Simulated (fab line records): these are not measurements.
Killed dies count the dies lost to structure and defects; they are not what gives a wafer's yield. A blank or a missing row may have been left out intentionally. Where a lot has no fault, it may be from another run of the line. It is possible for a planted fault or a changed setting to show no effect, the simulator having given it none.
Chamber matching	flow n5_finfet	N5_BEOL_M2_ETCH_69 on rie_diel-04: 4 sister chambers
The step etches SiARC in CF4, target depth 15.6 nm, time 26 s. 16 wafers are shown with their chamber, then 8 later ones without.

== EACH WAFER AND ITS CHAMBER ==
wafer	chamber	etch_rf_on_time_s (s)	oes_product_au (a.u.)	showerhead_plenum_p_Torr (Torr)
L076.1	3	26.3	0.77	2.19
L076.4	0	26.1	0.58	2.02
L076.6	2	27.1	0.59	2.03
L079.3	2	27.0	0.60	2.03
L079.4	1	25.4	0.58	2.10
L079.6	3	26.1	0.76	2.19
L078.1	1	25.1	0.59	2.10
L078.2	3	25.6	0.76	2.19
L078.5	2	26.5	0.59	2.03
L084.1	3	26.0	0.74	2.18
L084.3	2	26.8	0.58	2.02
L084.4	2	27.0	0.59	2.02
L085.1	0	25.9	0.79	2.27
L085.4	2	27.1	0.59	2.02
L085.6	0	26.0	0.80	2.27
L087.1	0	25.9	0.76	2.27

SIGNATURES, as means of the wafers listed above
reading	chamber 0	chamber 1	chamber 2	chamber 3	scatter within a chamber
etch_rf_on_time_s	25.975	25.250	26.917	26.000	0.224
oes_product_au	0.7325	0.5850	0.5900	0.7575	0.0521
showerhead_plenum_p_Torr	2.2075	2.1000	2.0250	2.1875	0.0626
Rule: distance of a wafer from a chamber = root of the sum over the readings of ((wafer's reading minus chamber's mean) / reading's scatter) squared. The wafer belongs to the nearest chamber; if the next one is less than 2 further off, it can't be placed. The scatter: the root of (the sum of the squares of (reading less its chamber's mean) over the shown wafers, divided by (wafers less chambers)).

== WAFERS WITHOUT THEIR CHAMBER ==
wafer	etch_rf_on_time_s (s)	oes_product_au (a.u.)	showerhead_plenum_p_Torr (Torr)
L087.4	26.2	0.72	2.18
L087.5	24.9	0.82	2.10
L091.2	25.0	0.81	2.09
L091.3	26.3	0.71	2.18
L091.6	25.0	0.80	2.09
L096.1	24.5	0.79	2.09
L096.3	25.3	0.75	2.26
L096.5	26.0	0.71	2.17

== CHAMBER TAKEN BY EACH ==
wafer	from the rows above	in truth
L087.4	can't be placed: 0 or 3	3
L087.5	can't be placed: 1 or 3 or 0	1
L091.2	can't be placed: 1 or 3 or 0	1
L091.3	can't be placed: 0 or 3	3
L091.6	can't be placed: 1 or 3 or 0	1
L096.1	can't be placed: 1 or 3 or 0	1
L096.3	can't be placed: 0 or 3 or 1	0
L096.5	can't be placed: 0 or 3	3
0 of 8 placed correctly. From these rows, 8 cannot be placed; in 8 the true chamber is one of the candidates. Number placed wrongly: 0.
